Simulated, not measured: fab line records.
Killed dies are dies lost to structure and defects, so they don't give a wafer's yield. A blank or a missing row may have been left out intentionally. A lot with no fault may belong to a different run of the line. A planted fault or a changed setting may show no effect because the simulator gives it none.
Chamber matching | flow n5Finfet | N5_BEOL_M10_CURE_71 on uvCure-02 has 3 sister chambers
The step cures SiCOH lowk, time 240 s. 3 wafers are shown with their chamber, then 12 later ones without.

WAFERS WITH THEIR CHAMBER
wafer  | chamber | wafer_temp_C_max
L083.5 | 1       | 385.9
L086.5 | 2       | 386.9
L087.6 | 0       | 386.6

WAFERS MISSING THEIR CHAMBER
wafer  | wafer_temp_C_max
L090.2 | 386.1
L090.3 | 386.6
L090.5 | 386.6
L092.2 | 386.5
L092.4 | 386.8
L092.5 | 387.2
L095.1 | 386.9
L095.4 | 387.2
L095.6 | 386.6
L097.3 | 386.3
L097.5 | 386.5
L097.6 | 385.8

THE CHAMBER EACH PASSED THROUGH
wafer  | from the rows above          | in truth
L090.2 | can't be placed: 1 or 0      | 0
L090.3 | can't be placed: 0 or 2      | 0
L090.5 | can't be placed: 0 or 2      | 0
L092.2 | can't be placed: 0 or 2      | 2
L092.4 | can't be placed: 2 or 0      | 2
L092.5 | can't be placed: 2 or 0      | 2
L095.1 | can't be placed: 2 or 0      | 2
L095.4 | can't be placed: 2 or 0      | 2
L095.6 | can't be placed: 0 or 2      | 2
L097.3 | can't be placed: 0 or 1 or 2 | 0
L097.5 | can't be placed: 0 or 2      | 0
L097.6 | 1                            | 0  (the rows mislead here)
0 of 12 placed correctly. Cannot be placed on the basis of these rows: 11; the candidates contain the true chamber in 11. Placed wrongly: 1.
How it was worked out, from the rows above alone: a wafer's distance from a chamber is the root of the sum, over the readings, of the square of ((its reading less the chamber's mean) divided by the reading's scatter). If the next closest chamber is less than 2 further off than the closest, the wafer can't be placed; otherwise it belongs to the closest. A chamber's mean is the mean of its shown wafers. The scatter: with one shown wafer a chamber, the root of the mean of the squares of how far each hidden wafer lies from its nearest shown one.
